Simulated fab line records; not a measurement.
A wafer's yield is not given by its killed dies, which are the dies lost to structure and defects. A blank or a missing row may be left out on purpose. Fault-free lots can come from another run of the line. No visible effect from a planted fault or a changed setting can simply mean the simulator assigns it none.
fab line records | flow nand-harc | part 2 of 2: steps 5 to 6 of 6
record: lots: 24 wafers: 72 last-day: 33
route steps=1302 shown A_SLIT@937 A_CONTACT@986
lots that met no fault: from a run of the same line without faults
start-h: start of the lot's first displayed wafer, in hours after the record's first day | wait-h: time in hours since the lot's previous step | " unchanged from the row above | L1.1+2: one row covering several wafers at once | - no value, or no start was given | * or withheld: withheld | < > ~ a bound
route shown NAME@n: names a module that has steps shown in the file, with the first one's number in the route | usual: the fault-free wafers' mean and standard deviation | same: alike in all rows | chamber/n: place in a boat | sites: each site's reading | _std_site: the values' standard deviation | _edge_site: mean of outer sites minus mean of inner sites | radius-mm: how far each site lies from the wafer's centre | mask NAME#n: copy n | behind: the tool/chamber that last shaped the wafer | hold: the reason the lot was held/the length of the hold in hours/how it ended | device: transistor that didn't switch, given as n, p or np | end of line: the tests these same wafers got at the end of their route | for a step that has no rows: nothing shown but its recipe | killed: dies that structure and defects cost at the first sort, which is not the same as the wafer's yield | map: a wafer's dies, x killed, . not, _ none there
set.NAME: setting as actually run; set.NAME@STEP: the setting as run at that earlier step | model.NAME: the simulator's own value behind a step, which no gauge read
one table for each step of the route and one row for each wafer, over a sample of lots
services: the hour from which a tool's chamber was out of use, counted from the record's first day as start-h (under 0 if before that day), plus the number of hours and why
== steps ==
step: NHARC_A_CONTACT_ETCH_90
recipe: target-depth-a: 400 over-etch-frac: 0.5 time-s: 85.7 ion-energy-ev: 120 ch3f-flow-sccm: 50 o2-flow-sccm: 30 ar-flow-sccm: 200 rf-w: 500 bias-w: 100 chemistry: CH3F/O2
usual: drypump-motor-current-A: 5.6/0.41 oes-product-au: 0.95/0.034 rf-vpp-V: 244.1/1.9 showerhead-plenum-p-Torr: 2.44/0.12 throttle-valve-pct: 20.663/0.01
same: time-s: 85.7
columns lot.wafer tool chamber start-h wait-h drypump-motor-current-A oes-product-au rf-hours-counter-h rf-vpp-V showerhead-plenum-p-Torr throttle-valve-pct
L075.1 rie-diel-11 3 506.96 0.8 5.0 1.01 7 247.2 2.56 20.675
L075.4 " 1 " " 6.1 0.99 7 242.0 2.30 20.657
L075.5 " 0 " " 5.4 1.01 - 245.4 2.60 20.665
L074.2 rie-diel-05 1 507.29 0.8 5.8 0.92 34 247.2 2.60 20.674
L074.5 " 1 " " 5.8 0.93 - 246.6 2.60 20.660
L074.6 " 2 " " 5.9 0.92 - 245.4 2.50 20.650
L076.3 rie-diel-11 1 521.85 0.7 6.1 1.00 9 242.4 2.30 20.659
L076.1 " 2 " " 5.8 0.99 10 242.1 2.32 20.650
L076.5 " 0 " " 5.4 0.99 - 245.8 2.60 20.653
L078.4 rie-diel-11 0 522.18 0.7 5.4 0.93 9 245.0 2.60 20.675
L078.6 " 0 " " 5.4 0.93 - 247.2 2.60 20.660
L078.5 " 1 " " 6.1 0.93 - 241.5 2.30 20.659
L077.3 rie-diel-01 2 537.50 0.7 6.4 0.91 45 242.2 2.31 20.661
L077.1 " 1 " " 5.2 0.91 54 243.7 2.39 20.669
L077.6 " 3 " " 5.9 0.92 - 243.9 2.47 20.655
L079.1 rie-diel-11 2 558.18 0.8 5.8 0.93 16 241.7 2.32 20.684
L079.3 " 0 " " 5.4 0.93 15 245.6 2.60 20.645
L079.5 " 0 " " 5.4 0.93 - 245.4 2.60 20.677
L081.3 rie-diel-11 3 577.69 0.7 5.1 0.93 18 244.9 2.56 20.653
L081.2 " 1 " " 6.1 0.92 18 241.9 2.30 20.665
L081.5 " 3 " " 5.1 0.93 - 245.5 2.56 20.663
L080.4 rie-diel-11 2 583.18 1.3 5.9 1.00 21 241.6 2.32 20.668
L080.3 " 1 " " 6.1 1.00 20 242.8 2.29 20.668
L080.5 " 3 " " 5.0 1.00 - 247.5 2.55 20.666
L083.2 rie-diel-11 1 584.57 0.8 6.1 0.92 20 242.3 2.29 20.648
L083.3 " 2 " " 5.8 0.92 21 243.1 2.32 20.667
L083.5 " 0 " " 5.4 0.93 - 245.5 2.60 20.647
L082.2 rie-diel-11 0 587.92 1.0 5.4 0.93 22 246.6 2.60 20.662
L082.6 " 1 " " 6.1 0.94 - 244.2 2.29 20.672
L082.5 " 2 " " 5.8 0.93 - 243.1 2.32 20.665
L084.4 rie-diel-11 3 599.79 0.7 5.0 0.95 24 244.4 2.55 20.664
L084.5 " 0 " " 5.4 0.93 - 247.0 2.59 20.673
L084.6 " 1 " " 6.0 0.93 - 240.4 2.29 20.669
L085.2 rie-diel-05 3 610.20 0.8 5.2 0.92 5 245.8 2.61 20.654
L085.3 " 2 " " 5.8 0.93 6 244.7 2.48 20.688
L085.5 " 0 " " 5.0 0.91 - 244.6 2.47 20.660
L086.2 rie-diel-01 2 610.58 0.8 6.4 0.99 16 242.2 2.30 20.664
L086.1 " 0 " " 6.0 1.01 15 242.8 2.31 20.678
L086.6 " 1 " " 5.2 0.98 - 244.0 2.38 20.667
L087.2 rie-diel-05 1 620.92 0.9 5.8 0.99 8 246.8 2.58 20.659
L087.1 " 2 " " 5.9 1.02 8 244.5 2.48 20.664
L087.3 " 0 " " 5.0 0.99 8 244.7 2.47 20.662
L089.2 rie-diel-11 1 636.74 0.8 6.1 0.93 3 242.7 2.29 20.653
L089.4 " 2 " " 5.8 0.93 4 241.8 2.32 20.662
L089.5 " 0 " " 5.4 0.92 - 247.3 2.59 20.673
L091.1 rie-diel-01 3 643.21 0.8 5.8 0.92 29 245.4 2.46 20.686
L091.3 " 0 " " 6.0 0.93 27 243.5 2.30 20.662
L091.5 " 3 " " 5.8 0.93 - 243.7 2.46 20.668
L090.1 rie-diel-05 2 644.53 0.9 5.9 1.01 19 243.6 2.47 20.675
L090.5 " 0 " " 5.0 0.99 - 245.3 2.46 20.650
L090.6 " 1 " " 5.8 0.99 - 244.9 2.58 20.644
L088.2 rie-diel-01 2 649.55 1.0 6.4 0.91 29 242.9 2.30 20.673
L088.3 " 3 " " 5.8 0.91 31 244.2 2.46 20.661
L088.1 " 0 " " 5.9 0.93 30 241.5 2.30 20.642
L092.2 rie-diel-05 3 667.98 0.9 5.2 0.93 26 245.9 2.60 20.660
L092.1 " 1 " " 5.8 0.93 23 245.8 2.58 20.649
L092.5 " 3 " " 5.2 0.92 - 246.1 2.60 20.672
L093.4 rie-diel-11 2 677.24 0.6 5.8 0.92 12 241.3 2.31 20.678
L093.3 " 3 " " 5.0 0.92 11 246.1 2.55 20.659
L093.1 " 0 " " 5.4 0.93 9 246.9 2.59 20.640
L095.4 rie-diel-01 2 694.26 0.6 6.4 0.91 49 242.6 2.29 20.645
L095.3 " 3 " " 5.8 0.92 50 244.3 2.45 20.656
L095.5 " 3 " " 5.8 0.92 - 243.8 2.45 20.646
L094.4 rie-diel-11 0 694.51 0.7 5.4 0.98 12 245.9 2.59 20.659
L094.2 " 1 " " 6.1 1.00 13 242.5 2.29 20.669
L094.6 " 3 " " 5.0 0.98 - 244.7 2.55 20.653
L096.4 rie-diel-11 2 706.39 0.7 5.8 0.95 17 242.6 2.31 20.658
L096.1 " 0 " " 5.4 0.93 15 246.3 2.59 20.669
L096.5 " 2 " " 5.8 0.92 - 242.4 2.31 20.658
L097.3 rie-diel-11 1 723.43 0.7 6.1 0.93 17 242.2 2.29 20.662
L097.1 " 2 " " 5.8 0.94 20 242.8 2.31 20.668
L097.2 " 0 " " 5.4 0.92 17 243.2 2.59 20.658
step: NHARC_A_CONTACT_ETCH_77
recipe: target-depth-a: 1089 time-s: 54.5 cf4-flow-sccm: 100 chf3-flow-sccm: 30 ar-flow-sccm: 0 rf-w: 500 bias-w: 200 chemistry: CF4/CHF3
usual: drypump-motor-current-A: 5.6/0.43 oes-product-au: 0.942/0.024 rf-vpp-V: 370.1/2.7 showerhead-plenum-p-Torr: 1.56/0.075 throttle-valve-pct: 16.803/0.0086
same: time-s: 54.5
columns lot.wafer tool chamber start-h wait-h drypump-motor-current-A oes-product-au rf-hours-counter-h rf-vpp-V showerhead-plenum-p-Torr throttle-valve-pct
L075.4 rie-diel-11 0 - - 5.4 0.983 7 372.0 1.66 16.813
L075.1 " 2 " " 5.8 0.957 8 368.3 1.49 16.804
L075.5 " 1 " " 6.1 0.971 - 367.6 1.47 16.793
L074.2 rie-diel-05 1 - - 5.8 0.933 36 373.5 1.66 16.812
L074.6 " 0 " " 5.0 0.942 - 371.1 1.59 16.793
L074.5 " 1 " " 5.8 0.924 - 374.1 1.66 16.801
L076.1 rie-diel-11 2 - - 5.8 0.911 11 366.8 1.49 16.803
L076.3 " 1 " " 6.0 0.928 10 366.8 1.47 16.813
L076.5 " 3 " " 5.1 0.938 - 371.7 1.64 16.805
L078.4 rie-diel-01 2 - - 6.4 0.906 42 366.3 1.48 16.801
L078.5 " 1 " " 5.3 0.918 - 367.6 1.53 16.808
L078.6 " 2 " " 6.4 0.903 - 368.9 1.48 16.799
L077.1 rie-diel-11 0 - - 5.4 0.927 13 374.0 1.66 16.797
L077.3 " 3 " " 5.0 0.939 14 372.9 1.64 16.815
L077.6 " 1 " " 6.0 0.932 - 367.0 1.47 16.795
L079.1 rie-diel-11 1 - - 6.1 0.917 16 367.8 1.47 16.799
L079.3 " 2 " " 5.7 0.925 17 367.6 1.49 16.796
L079.5 " 1 " " 6.0 0.921 - 365.8 1.47 16.809
L081.3 rie-diel-11 3 - - 5.1 0.930 21 372.6 1.63 16.793
L081.2 " 1 " " 6.0 0.920 20 367.8 1.47 16.790
L081.5 " 3 " " 5.0 0.940 - 372.3 1.63 16.814
L080.4 rie-diel-01 3 - - 5.8 0.922 7 370.8 1.58 16.796
L080.3 " 0 " " 6.0 0.929 9 367.3 1.48 16.805
L080.5 " 3 " " 5.8 0.934 - 370.8 1.58 16.810
L083.3 rie-diel-01 1 - - 5.2 0.946 10 367.8 1.53 16.805
L083.2 " 2 " " 6.4 0.966 9 367.1 1.48 16.808
L083.5 " 2 " " 6.4 0.968 - 368.4 1.48 16.795
L082.2 rie-diel-01 1 - - 5.2 0.936 11 369.2 1.53 16.803
L082.6 " 2 " " 6.4 0.937 - 366.4 1.48 16.797
L082.5 " 3 " " 5.8 0.953 - 370.1 1.58 16.794
L084.4 rie-diel-01 0 - - 5.9 0.932 15 367.7 1.48 16.792
L084.6 " 0 " " 5.9 0.924 - 367.5 1.48 16.791
L084.5 " 1 " " 5.2 0.900 - 370.9 1.53 16.818
L085.3 rie-diel-01 1 - - 5.2 0.914 17 368.4 1.53 16.797
L085.2 " 2 " " 6.4 0.911 18 366.2 1.48 16.806
L085.5 " 2 " " 6.4 0.912 - 367.6 1.48 16.793
L086.2 rie-diel-05 0 - - 5.0 0.952 7 371.1 1.58 16.807
L086.1 " 2 " " 5.9 0.980 7 369.8 1.59 16.814
L086.6 " 0 " " 5.0 0.952 - 370.9 1.58 16.798
L087.2 rie-diel-01 0 - - 6.0 0.941 20 365.7 1.48 16.792
L087.3 " 1 " " 5.3 0.920 20 370.5 1.53 16.798
L087.1 " 2 " " 6.4 0.916 22 366.3 1.47 16.798
L089.4 rie-diel-11 3 - - 5.0 0.927 5 372.3 1.63 16.800
L089.2 " 1 " " 6.1 0.932 5 367.3 1.47 16.797
L089.5 " 2 " " 5.8 0.923 - 367.5 1.48 16.803
L091.1 rie-diel-05 0 - - 5.0 0.972 19 368.8 1.58 16.797
L091.3 " 2 " " 5.9 0.980 20 372.3 1.58 16.813
L091.5 " 3 " " 5.2 0.956 - 374.3 1.66 16.806
L090.1 rie-diel-11 1 - - 6.0 0.972 6 366.1 1.47 16.809
L090.5 " 3 " " 5.1 0.953 - 371.8 1.63 16.808
L090.6 " 0 " " 5.4 0.973 - 373.4 1.66 16.810
L088.3 rie-diel-05 2 - - 5.9 0.992 22 371.9 1.58 16.792
L088.1 " 3 " " 5.2 0.975 24 373.8 1.66 16.831
L088.2 " 1 " " 5.8 0.961 20 373.1 1.65 16.792
L092.2 rie-diel-05 0 - - 5.0 0.981 26 371.7 1.58 16.803
L092.1 " 1 " " 5.8 0.981 25 372.3 1.65 16.801
L092.5 " 3 " " 5.1 0.959 - 374.9 1.66 16.802
L093.3 rie-diel-11 2 - - 5.8 0.932 12 367.5 1.48 16.804
L093.4 " 0 " " 5.4 0.921 10 373.1 1.66 16.809
L093.1 " 1 " " 6.1 0.934 11 367.8 1.47 16.802
L095.3 rie-diel-11 3 - - 5.1 0.922 15 373.5 1.63 16.790
L095.4 " 0 " " 5.4 0.924 13 372.9 1.65 16.806
L095.5 " 2 " " 5.8 0.918 - 366.1 1.48 16.814
L094.4 rie-diel-01 3 - - 5.8 0.932 51 371.3 1.57 16.811
L094.2 " 0 " " 6.0 0.923 46 365.9 1.47 16.809
L094.6 " 3 " " 5.9 0.926 - 369.5 1.57 16.804
L096.1 rie-diel-11 3 - - 5.1 0.959 18 374.4 1.63 16.794
L096.4 " 1 " " 6.0 0.990 16 367.5 1.47 16.787
L096.5 " 3 " " 5.1 0.959 - 370.4 1.63 16.809
L097.2 rie-diel-11 3 - - 5.1 0.962 20 371.9 1.63 16.789
L097.1 " 0 " " 5.4 0.950 18 374.2 1.65 16.814
L097.3 " 2 " " 5.8 0.984 20 365.8 1.48 16.798
== services ==
columns tool chamber start-h hours kind
rie-diel-01 3 455.97 1.4 repair
rie-diel-01 2 476.04 5.3 repair
rie-diel-06 - 484.30 9.0 pm
rie-diel-05 3 491.62 1.4 repair
rie-diel-06 2 500.82 45.8 repair
pecvd-03 2 523.41 17.9 repair
rie-diel-06 - 524.58 0.4 repair
pecvd-03 - 547.08 13.0 pm
rie-diel-11 - 547.39 0.5 repair
rie-diel-11 3 550.39 8.1 repair
rie-diel-01 - 558.24 9.0 pm
pecvd-03 - 564.50 1.8 repair
pecvd-03 2 571.26 2.0 repair
rie-diel-05 - 583.85 9.0 pm
rie-diel-06 0 584.98 8.0 repair
rie-diel-11 - 609.69 9.0 pm
rie-diel-11 - 619.94 0.7 repair
rie-diel-06 - 661.30 9.0 pm
rie-diel-01 3 688.07 2.9 repair
rie-diel-01 2 690.59 2.4 repair
rie-diel-11 - 708.43 0.9 repair
rie-diel-01 - 716.62 0.8 repair
rie-diel-06 0 726.15 3.2 repair
rie-diel-01 1 728.06 8.6 repair
